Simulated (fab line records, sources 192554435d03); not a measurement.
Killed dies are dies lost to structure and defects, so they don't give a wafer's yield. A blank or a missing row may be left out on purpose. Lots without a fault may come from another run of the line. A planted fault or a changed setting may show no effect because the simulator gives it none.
Which tool did it? | flow n5_finfet | 9 lots, 27 wafers sampled, at 5 steps of a route of 1938

WHAT THE GAUGES READ, wafer by wafer
N5_BEOL_M2_CD_MEAS_35: target cd 18 nm, target cd y 22.2 nm. Usual: cd_nm 17.9 nm, standard deviation 0.46.
lot  | measured     | on        | cd_nm (nm)     | flag
L543 | day 8 11:19  | cd_sem-02 | 17.3 18.0 18.0 |
L553 | day 10 19:35 | cd_sem-01 | 17.8 17.0 18.2 |
L556 | day 11 05:32 | cd_sem-03 | 17.6 17.1 17.0 |
L555 | day 11 21:55 | cd_sem-01 | 18.2 18.4 17.5 |
L557 | day 11 06:00 | cd_sem-03 | 17.7 17.6 17.0 |
L558 | day 12 12:43 | cd_sem-02 | 17.6 17.4 17.4 |
L559 | day 12 12:40 | cd_sem-02 | 18.4 18.1 17.4 |
L560 | day 13 00:15 | cd_sem-02 | 18.5 18.3 17.1 |
L563 | day 14 02:33 | cd_sem-02 | 17.4 17.4 17.4 |

N5_BEOL_M4_RC_MEAS_101. Usual: DIBL_N 37.1 mV/V, standard deviation 2.6; DIBL_P 38 mV/V, standard deviation 3; IOFF_N 0.18 nA/um, standard deviation 0.052; IOFF_P 0.25 nA/um, standard deviation 0.06; ION_N 678 uA/um, standard deviation 15; ION_P 467 uA/um, standard deviation 8.6; SS_N 71.7 mV/dec, standard deviation 0.73; SS_P 73.7 mV/dec, standard deviation 0.89; VT_N 249 mV, standard deviation 4.3; VT_P -248 mV, standard deviation 3.8.
lot  | measured     | on        | DIBL_N (mV/V)  | DIBL_P (mV/V) | IOFF_N (nA/um) | IOFF_P (nA/um) | ION_N (uA/um) | ION_P (uA/um) | SS_N (mV/dec)  | SS_P (mV/dec)  | VT_N (mV)   | VT_P (mV)      | flag
L543 | day 10 12:04 | prober-02 | 34.6 40.1 36.5 | 36 42 38      | 0.13 0.26 0.17 | 0.18 0.29 0.22 | 657 688 667   | 448 468 459   | 70.1 72.2 72.0 | 72.9 74.8 72.7 | 253 242 249 | -255 -245 -251 |
L553 | day 13 06:21 | prober-02 | 36.6 35.2 36.7 | 37 37 37      | 0.17 0.15 0.16 | 0.21 0.21 0.21 | 681 683 671   | 462 474 460   | 72.2 71.9 71.5 | 73.4 73.5 73.6 | 250 251 250 | -248 -249 -251 |
L556 | day 14 04:21 | prober-02 | 38.4 38.2 38.4 | 40 39 41      | 0.22 0.21 0.22 | 0.28 0.25 0.30 | 711 687 685   | 479 465 471   | 72.2 71.8 72.6 | 73.7 73.8 74.4 | 246 247 246 | -248 -250 -246 |
L555 | day 14 11:16 | prober-02 | 36.4 32.7 35.0 | 36 31 33      | 0.15 0.10 0.13 | 0.20 0.17 0.17 | 684 666 664   | 466 463 455   | 71.6 70.4 71.5 | 73.5 72.9 72.6 | 252 257 257 | -252 -253 -254 |
L557 | day 14 05:19 | prober-01 | 34.6 38.4 40.5 | 36 38 41      | 0.12 0.18 0.23 | 0.22 0.24 0.32 | 669 671 693   | 471 469 476   | 71.3 71.9 72.6 | 73.4 73.8 74.8 | 256 250 246 | -249 -248 -243 |
L558 | day 15 06:35 | prober-01 | 38.9 38.1 40.2 | 39 40 41      | 0.21 0.19 0.25 | 0.29 0.34 0.35 | 685 683 692   | 470 478 478   | 72.4 72.1 72.4 | 73.9 73.0 74.0 | 247 246 243 | -243 -242 -241 |
L559 | day 14 14:53 | prober-02 | 36.8 37.6 42.1 | 38 39 43      | 0.15 0.18 0.30 | 0.25 0.29 0.40 | 675 680 712   | 469 478 482   | 71.2 71.5 72.6 | 73.1 73.6 75.5 | 253 247 241 | -245 -245 -240 |
L560 | day 15 15:47 | prober-01 | 32.3 36.0 32.8 | 34 38 34      | 0.11 0.17 0.12 | 0.17 0.25 0.18 | 661 662 671   | 452 461 469   | 70.5 72.2 70.6 | 71.0 74.0 71.9 | 253 247 254 | -252 -248 -252 |
L563 | day 17 18:43 | prober-01 | 43.7 38.2 37.7 | 45 38 37      | 0.34 0.18 0.17 | 0.39 0.24 0.23 | 692 696 677   | 472 478 467   | 73.6 71.0 71.5 | 75.9 73.4 74.3 | 243 249 250 | -243 -248 -248 |

WHICH TOOL RAN EACH LOT (tool, then ch and the chambers of the sampled wafers, then the start)
lot  | N5_BEOL_M2_ETCH_69                 | N5_BEOL_M2_ETCH_41                            | N5_BEOL_M2_STRIP_97
L543 | rie_diel-05 ch 0,2, day 6 13:44    | rie_diel-01 ch 0,1,3, day 8 10:48 or earlier  | rie_diel-01 ch 0,1,3, day 8 10:48
L553 | rie_diel-01 ch 0,2,3, day 9 16:14  | rie_diel-01 ch 1,2,3, day 10 19:21 or earlier | rie_diel-01 ch 1,2,3, day 10 19:21
L556 | rie_diel-05 ch 1,2,3, day 9 23:28  | rie_diel-04 ch 0,1,3, day 11 05:13 or earlier | rie_diel-04 ch 0,1,3, day 11 05:13
L555 | rie_diel-04 ch 0,3, day 10 05:22   | rie_diel-04 ch 1,2, day 11 21:37 or earlier   | rie_diel-04 ch 1,2, day 11 21:37
L557 | rie_diel-01 ch 0,1, day 10 08:41   | rie_diel-01 ch 0,1, day 11 05:46 or earlier   | rie_diel-01 ch 0,1, day 11 05:46
L558 | rie_diel-04 ch 0,1,3, day 10 21:50 | rie_diel-05 ch 0,1,2, day 12 12:28 or earlier | rie_diel-05 ch 0,1,2, day 12 12:28
L559 | rie_diel-05 ch 1,2,3, day 11 01:10 | rie_diel-04 ch 0,1,2, day 12 12:26 or earlier | rie_diel-04 ch 0,1,2, day 12 12:26
L560 | rie_diel-01 ch 1,3, day 11 14:09   | rie_diel-05 ch 0,1,2, day 13 00:01 or earlier | rie_diel-05 ch 0,1,2, day 13 00:01
L563 | rie_diel-05 ch 1,2,3, day 12 09:43 | rie_diel-05 ch 0,1, day 14 02:19 or earlier   | rie_diel-05 ch 0,1, day 14 02:19
- N5_BEOL_M2_ETCH_69: etches SiARC in CF4, target depth 15.6 nm, time 26 s.
- N5_BEOL_M2_ETCH_41: etches SiCN in CH3F/O2, target depth 29.9 nm, time 52.5 s.
- N5_BEOL_M2_STRIP_97: strips in N2/H2, time 10 s.

WHAT THE TOOLS THEMSELVES READ (means of the sampled wafers that have a number; where no wafer has one, the mark that the record gives instead)
N5_BEOL_M2_ETCH_69. Usual: cf4_flow_sccm 100.0 sccm, standard deviation 0.33; drypump_motor_current_A 5.6 A, standard deviation 0.51; etch_rf_on_time_s 26.2 s, standard deviation 0.65; oes_product_au 0.67 a.u., standard deviation 0.073; rf_vpp_V 184.0 V, standard deviation 0.99; showerhead_plenum_p_Torr 2.14 Torr, standard deviation 0.05; throttle_valve_pct 15.45 %, standard deviation 0.17.
lot  | tool        | cf4_flow_sccm (sccm) | drypump_motor_current_A (A) | etch_rf_on_time_s (s) | oes_product_au (a.u.) | rf_vpp_V (V) | showerhead_plenum_p_Torr (Torr) | throttle_valve_pct (%) | flag
L543 | rie_diel-05 | 100.2                | 5.4                         | 26.0                  | 0.67                  | 184.4        | 2.16                            | 15.39                  |
L553 | rie_diel-01 | 99.8                 | 5.5                         | 26.0                  | 0.64                  | 183.4        | 2.09                            | 15.52                  |
L556 | rie_diel-05 | 100.1                | 5.7                         | 26.4                  | 0.71                  | 183.4        | 2.13                            | 15.34                  |
L555 | rie_diel-04 | 100.4                | 6.3                         | 26.3                  | 0.60                  | 184.1        | 2.17                            | 15.56                  |
L557 | rie_diel-01 | 99.9                 | 5.4                         | 26.6                  | 0.61                  | 183.1        | 2.16                            | 15.66                  |
L558 | rie_diel-04 | 100.0                | 6.2                         | 25.9                  | 0.64                  | 184.2        | 2.16                            | 15.58                  |
L559 | rie_diel-05 | 99.9                 | 5.7                         | 26.3                  | 0.70                  | 184.0        | 2.12                            | 15.35                  |
L560 | rie_diel-01 | 100.0                | 5.4                         | 25.9                  | 0.67                  | 183.9        | 2.12                            | 15.39                  |
L563 | rie_diel-05 | 99.9                 | 5.7                         | 26.0                  | 0.70                  | 182.9        | 2.12                            | 15.38                  |

N5_BEOL_M2_ETCH_41. Usual: CH3F_flow_sccm 30.00 sccm, standard deviation 0.096; drypump_motor_current_A 5.6 A, standard deviation 0.54; oes_product_au 0.78 a.u., standard deviation 0.082; rf_vpp_V 297.1 V, standard deviation 1.1; showerhead_plenum_p_Torr 2.00 Torr, standard deviation 0.044; throttle_valve_pct 16.18 %, standard deviation 0.18.
lot  | tool        | CH3F_flow_sccm (sccm) | drypump_motor_current_A (A) | oes_product_au (a.u.) | rf_vpp_V (V) | showerhead_plenum_p_Torr (Torr) | throttle_valve_pct (%) | flag
L543 | rie_diel-01 | 29.99                 | 5.4                         | 0.76                  | 297.7        | 2.01                            | 16.21                  |
L553 | rie_diel-01 | 29.99                 | 5.3                         | 0.74                  | 297.1        | 1.97                            | 16.19                  |
L556 | rie_diel-04 | 30.01                 | 6.3                         | 0.75                  | 297.4        | 2.03                            | 16.31                  |
L555 | rie_diel-04 | 29.96                 | 5.9                         | 0.81                  | 298.0        | 2.03                            | 16.24                  |
L557 | rie_diel-01 | 30.01                 | 5.4                         | 0.71                  | 297.9        | 2.03                            | 16.45                  |
L558 | rie_diel-05 | 29.95                 | 5.7                         | 0.78                  | 297.4        | 1.99                            | 16.12                  |
L559 | rie_diel-04 | 29.93                 | 5.6                         | 0.85                  | 297.8        | 2.01                            | 16.13                  |
L560 | rie_diel-05 | 30.05                 | 5.7                         | 0.77                  | 297.3        | 1.99                            | 16.13                  |
L563 | rie_diel-05 | 29.98                 | 6.0                         | 0.79                  | 296.8        | 1.97                            | 16.10                  |

N5_BEOL_M2_STRIP_97. Usual: bias_power_w 7.001 W, standard deviation 0.02; chamber_pressure_mTorr 20.000 mTorr, standard deviation 0.018; drypump_motor_current_A 5.6 A, standard deviation 0.54; oes_product_au 0.78 a.u., standard deviation 0.082; rf_vpp_V 59.2 V, standard deviation 0.86; showerhead_plenum_p_Torr 2.53 Torr, standard deviation 0.07; throttle_valve_pct 23.4 %, standard deviation 0.33.
lot  | tool        | bias_power_w (W) | chamber_pressure_mTorr (mTorr) | drypump_motor_current_A (A) | oes_product_au (a.u.) | rf_vpp_V (V) | showerhead_plenum_p_Torr (Torr) | throttle_valve_pct (%) | flag
L543 | rie_diel-01 | 7.010            | 20.008                         | 5.4                         | 0.77                  | 58.8         | 2.57                            | 23.6                   |
L553 | rie_diel-01 | 7.000            | 20.014                         | 5.3                         | 0.74                  | 58.4         | 2.52                            | 23.4                   |
L556 | rie_diel-04 | 6.993            | 19.990                         | 6.3                         | 0.74                  | 59.3         | 2.56                            | 23.4                   |
L555 | rie_diel-04 | -                | -                              | -                           | -                     | -            | -                               | -                      | OFF
L557 | rie_diel-01 | -                | -                              | -                           | -                     | -            | -                               | -                      | OFF
L558 | rie_diel-05 | 7.001            | 20.012                         | 5.7                         | 0.78                  | 58.8         | 2.51                            | 23.2                   |
L559 | rie_diel-04 | -                | -                              | -                           | -                     | -            | -                               | -                      | OFF
L560 | rie_diel-05 | 6.973            | 20.003                         | 5.7                         | 0.78                  | 59.0         | 2.51                            | 23.2                   |
L563 | rie_diel-05 | 6.995            | 20.012                         | 6.0                         | 0.80                  | 59.8         | 2.49                            | 23.3                   |

THE ANSWER, worked out from the rows above alone
Rule: a lot is off if the mean of its wafers that have a number lies more than 3 standard deviations from the usual mean. A lot without any number at a reading at which 4 lots or more have one is off too. The other lots that the step has rows for count as sound. The gauges are gone through in route order, then the tools' own readings, and for those a lot's mean is taken as printed above. The first step at which some lot is off is used, and at that step the reading that is off furthest; a lot without a number counts as furthest.
Off: L555, L557, L559, at N5_BEOL_M2_STRIP_97 (bias_power_w). Without a number there: L555, L557, L559.
A tool fits if, at that step or a process step before it, it ran every lot that is off, and no sound lot after the first of them. N5_BEOL_M2_ETCH_41 gives no start for some lots, so the hours and the order of its lots are those of N5_BEOL_M2_STRIP_97. None of those tried fits.

WHAT THE SIMULATOR HAD PUT IN
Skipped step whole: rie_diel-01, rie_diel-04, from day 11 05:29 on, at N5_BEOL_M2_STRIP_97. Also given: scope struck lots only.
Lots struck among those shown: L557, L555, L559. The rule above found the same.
